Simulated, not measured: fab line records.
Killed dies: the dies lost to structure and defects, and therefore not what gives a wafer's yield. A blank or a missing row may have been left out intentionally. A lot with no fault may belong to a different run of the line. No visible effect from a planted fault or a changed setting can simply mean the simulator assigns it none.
2 desks looking at one fault + flow n5-finfet + only its own numbers are on each desk; what lay behind them is given at the end

== AT THE METROLOGY DESK ==
What the gauges read for every lot (on any tool): the sampled wafers with a number, averaged. If a lot's mean is further than 4 standard deviations from the usual mean, the lot is out of limits and carries the mark OUT (the distance appears in the brackets). Shown are 7 of the 12 readings it has, namely the first that went out of limits plus those furthest out on some lot.
Columns: A = DIBL_N at N5_BEOL_M4_RC_MEAS_101, usual 36.1 mV/V; B = IOFF_N at N5_BEOL_M4_RC_MEAS_101, usual 0.16 nA/um; C = ION_N at N5_BEOL_M4_RC_MEAS_101, usual 674 uA/um; D = ION_P at N5_BEOL_M4_RC_MEAS_101, usual 462 uA/um; E = REXT_N at N5_BEOL_M4_RC_MEAS_101, usual 75.4 ohm.um; F = REXT_P at N5_BEOL_M4_RC_MEAS_101, usual 101.7 ohm.um; G = VT_N at N5_BEOL_M4_RC_MEAS_101, usual 249 mV
| lot  | first seen here | A    | B    | C   | D   | E               | F     | G   |
|------|-----------------|------|------|-----|-----|-----------------|-------|-----|
| L339 | day 12 13:32    | 34.8 | 0.15 | 677 | 458 | 76.9            | 100.4 | 248 |
| L348 | day 15 09:01    | 33.3 | 0.13 | 643 | 447 | 89.0 (+8.5) OUT | 110.3 | 252 |
| L346 | day 15 09:07    | 31.1 | 0.09 | 629 | 449 | 88.7 (+8.3) OUT | 106.5 | 255 |
| L356 | day 17 09:47    | 37.7 | 0.19 | 681 | 464 | 78.7            | 101.0 | 249 |
This desk's result: L346, L348 out of limits, first on L348 (REXT_N at N5_BEOL_M4_RC_MEAS_101), day 15 09:01. L339, L356 stayed within limits.

== FOR THE TOOL OWNER'S DESK: rtp-anneal-01 ==
At N5_SD_ACTIVATION_RTA_00 (time 0 s), the tool's own readings, given per lot that ran on this tool as the mean of the sampled wafers with a number. If a lot's mean is further than 4 standard deviations from the usual mean, the lot is out of limits and carries the mark OUT (the distance appears in the brackets). Shown are 7 of the 9 readings it has, namely the first that went out of limits plus those furthest out on some lot.
Columns: A = lamp-power-pct at N5_SD_ACTIVATION_RTA_00, usual 8.95 %; B = lamp_zone_1_pct at N5_SD_ACTIVATION_RTA_00, usual 8.950 %; C = lamp_zone_2_pct at N5_SD_ACTIVATION_RTA_00, usual 8.955 %; D = lamp_zone_4_pct at N5_SD_ACTIVATION_RTA_00, usual 8.951 %; E = lamp_zone_5_pct at N5_SD_ACTIVATION_RTA_00, usual 8.948 %; F = lamp_zone_6_pct at N5_SD_ACTIVATION_RTA_00, usual 8.881 %; G = lamp_zone_7_pct at N5_SD_ACTIVATION_RTA_00, usual 9.350 %
| lot  | first seen here | A               | B               | C               | D               | E               | F               | G               |
|------|-----------------|-----------------|-----------------|-----------------|-----------------|-----------------|-----------------|-----------------|
| L339 | day 4 23:19     | 8.98            | 8.941           | 8.953           | 8.968           | 8.942           | 8.863           | 9.372           |
| L346 | day 6 14:16     | 8.60 (-6.1) OUT | 8.544 (-15) OUT | 8.579 (-14) OUT | 8.542 (-15) OUT | 8.576 (-13) OUT | 8.475 (-15) OUT | 8.935 (-17) OUT |
| L348 | day 7 02:35     | 8.57 (-6.7) OUT | 8.576 (-14) OUT | 8.569 (-14) OUT | 8.550 (-15) OUT | 8.547 (-14) OUT | 8.510 (-14) OUT | 8.931 (-17) OUT |
This desk's verdict: out of limits on L346, L348, starting with L346 at day 6 14:16 (lamp-power-pct at N5_SD_ACTIVATION_RTA_00). L339 stayed within limits.

== ALL TOGETHER ==
An alarm could have come from the tool owner's desk at day 6 14:16, on L346, L348.
An alarm was possible from the metrology desk at day 15 09:01, on L346, L348.
All the named lots went through N5_SD_ACTIVATION_RTA_00 on rtp-anneal-01.

== WHAT THE SIMULATOR HAD INSERTED ==
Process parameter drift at N5_SD_ACTIVATION_RTA_00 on rtp-anneal-01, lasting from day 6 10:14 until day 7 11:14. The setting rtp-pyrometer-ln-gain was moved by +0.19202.
Shown lots that were struck: L346, L348.
Time in hours from fault onset to the first out-of-limits reading at each desk: tool owner's desk 4, metrology desk 215.
